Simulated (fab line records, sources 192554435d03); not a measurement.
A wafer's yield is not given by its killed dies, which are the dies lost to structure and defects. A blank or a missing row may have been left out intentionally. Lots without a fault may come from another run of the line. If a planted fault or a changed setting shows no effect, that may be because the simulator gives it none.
Split-lot study | flow n5-finfet | on a route of 1938 steps: 7 lots, 39 wafers read

ABOUT THE SPLIT
At N5_PMOS_HMC_CHANNEL_EPI_DEVELOP_08 (develop time 30 s), the setting develop-time-s was moved away from the recipe's 30 s on 9 of the 39 wafers read, by -45.6% to +37.2%. This setting was run at the recipe's value on the other wafers.

Between the split and the reading, the file records no step.

THE READING
cd-nm (nm) at N5_PMOS_HMC_CHANNEL_EPI_CD_MEAS_09, where the cd target is 237.4 nm. On this fab line, fault-free wafers typically give 237.3 nm with a standard deviation of 1 nm.

wafer  | tool, chamber at the split | develop-time-s as run, s | against the recipe | cd-nm, nm | against lot-mates on the recipe
L081.1 | litho-track-05, 0          | 30                       | recipe             | 237.0     | -
L081.2 | litho-track-05, 0          | 30                       | recipe             | 238.0     | -
L081.3 | litho-track-05, 0          | 30                       | recipe             | 236.2     | -
L081.4 | litho-track-05, 0          | 30                       | recipe             | 236.8     | -
L081.5 | litho-track-05, 0          | 30                       | recipe             | 237.7     | -
L081.6 | litho-track-05, 0          | 30                       | recipe             | 237.0     | -
L083.2 | litho-track-02, 0          | 30                       | recipe             | 236.7     | -
L083.5 | litho-track-02, 0          | 30                       | recipe             | 236.5     | -
L083.6 | litho-track-02, 0          | 30                       | recipe             | 236.9     | -
L085.1 | litho-track-05, 0          | 30                       | recipe             | 236.3     | -
L085.2 | litho-track-05, 0          | 30                       | recipe             | 236.4     | -
L085.3 | litho-track-05, 0          | 30                       | recipe             | 236.3     | -
L085.4 | litho-track-05, 0          | 30                       | recipe             | 237.4     | -
L085.5 | litho-track-05, 0          | 30                       | recipe             | 237.1     | -
L085.6 | litho-track-05, 0          | 30                       | recipe             | 236.7     | -
L091.1 | litho-track-02, 0          | 30                       | recipe             | 235.8     | -
L091.2 | litho-track-02, 0          | 30                       | recipe             | 236.0     | -
L091.3 | litho-track-02, 0          | 30                       | recipe             | 235.6     | -
L091.4 | litho-track-02, 0          | 30                       | recipe             | 236.2     | -
L091.5 | litho-track-02, 0          | 30                       | recipe             | 236.1     | -
L091.6 | litho-track-02, 0          | 30                       | recipe             | 235.7     | -
L092.1 | litho-track-05, 0          | 30                       | recipe             | 237.3     | -
L092.2 | litho-track-05, 0          | 16.32                    | -45.6%             | 233.2     | -4.1
L092.3 | litho-track-05, 0          | 16.32                    | -45.6%             | 233.2     | -4.1
L092.4 | litho-track-05, 0          | 30                       | recipe             | 236.5     | -
L092.5 | litho-track-05, 0          | 30                       | recipe             | 238.2     | -
L092.6 | litho-track-05, 0          | 16.32                    | -45.6%             | 232.8     | -4.5
L093.1 | litho-track-04, 0          | 30                       | recipe             | 236.7     | -
L093.2 | litho-track-04, 0          | 30                       | recipe             | 237.4     | -
L093.3 | litho-track-04, 0          | 41.15                    | +37.2%             | 239.8     | +2.1
L093.4 | litho-track-04, 0          | 41.15                    | +37.2%             | 239.4     | +1.7
L093.5 | litho-track-04, 0          | 41.15                    | +37.2%             | 239.0     | +1.3
L093.6 | litho-track-04, 0          | 30                       | recipe             | 239.0     | -
L096.1 | litho-track-04, 0          | 18.65                    | -37.8%             | 233.9     | -3.6
L096.2 | litho-track-04, 0          | 30                       | recipe             | 237.4     | -
L096.3 | litho-track-04, 0          | 30                       | recipe             | 237.4     | -
L096.4 | litho-track-04, 0          | 18.65                    | -37.8%             | 234.4     | -3.1
L096.5 | litho-track-04, 0          | 30                       | recipe             | 237.7     | -
L096.6 | litho-track-04, 0          | 18.65                    | -37.8%             | 234.2     | -3.3

THE FIT
A straight line over all 39 wafers: cd-nm changes by +0.0752 nm for each +1% of develop-time-s; r = +0.90; the points scatter about the line by 0.72 nm.
The same after taking each lot's own level away (the mean of its wafers on the recipe; 39 wafers): +0.0768 nm for each +1%; r = +0.93; scatter 0.6 nm.
According to that fit, moving develop-time-s by its largest amount changes the reading by 3.5 nm.
The span of the lots' own levels, 235.90 to 237.70 nm, comes to 1.8 times the standard deviation stated above.
The two slopes agree, so the slope changes little with the lot-to-lot level.
Check: -3.6 nm against its lot-mates is what the line predicts for one of the wafers moved furthest among these (-45.6%) when that wafer is left out of the fit. Against them it came out at -4.13 nm.

THE WHOLE CHAIN: every reading that the file lists as answering this split, in the file's order
step                               | what it does                                                           | reading                                                                     | change (the file's fit)                | r (the file's)
N5_PMOS_HMC_CHANNEL_EPI_CD_MEAS_09 | target cd 237.4 nm                                                     | cd-nm                                                                       | +0.0785 nm for each +1% of the setting | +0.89
N5_PMOS_HMC_CHANNEL_EPI_DESCUM_14  | chemistry O2, time 7.9 s                                               | PMOS_HMC_CHANNEL_EPI.cd-nm (the simulator's own value, which no gauge read) | +0.0751 nm for each +1% of the setting | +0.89
N5_PMOS_HMC_CHANNEL_EPI_ETCH_32    | etches BARC in N2/H2, stops on SiO2, target depth 85.8 nm, time 50.3 s | PMOS_HMC_CHANNEL_EPI.cd-nm (the simulator's own value, which no gauge read) | +0.0788 nm for each +1% of the setting | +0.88
N5_PMOS_HMC_CHANNEL_EPI_ETCH_38    | etches SiO2 in CF4, target depth 1.5 nm                                | PMOS_HMC_CHANNEL_EPI.cd-nm (the simulator's own value, which no gauge read) | +0.0782 nm for each +1% of the setting | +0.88

FILE'S OWN FIT
cd-nm changes by +0.0785 nm for each +1% of develop-time-s, r = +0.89.
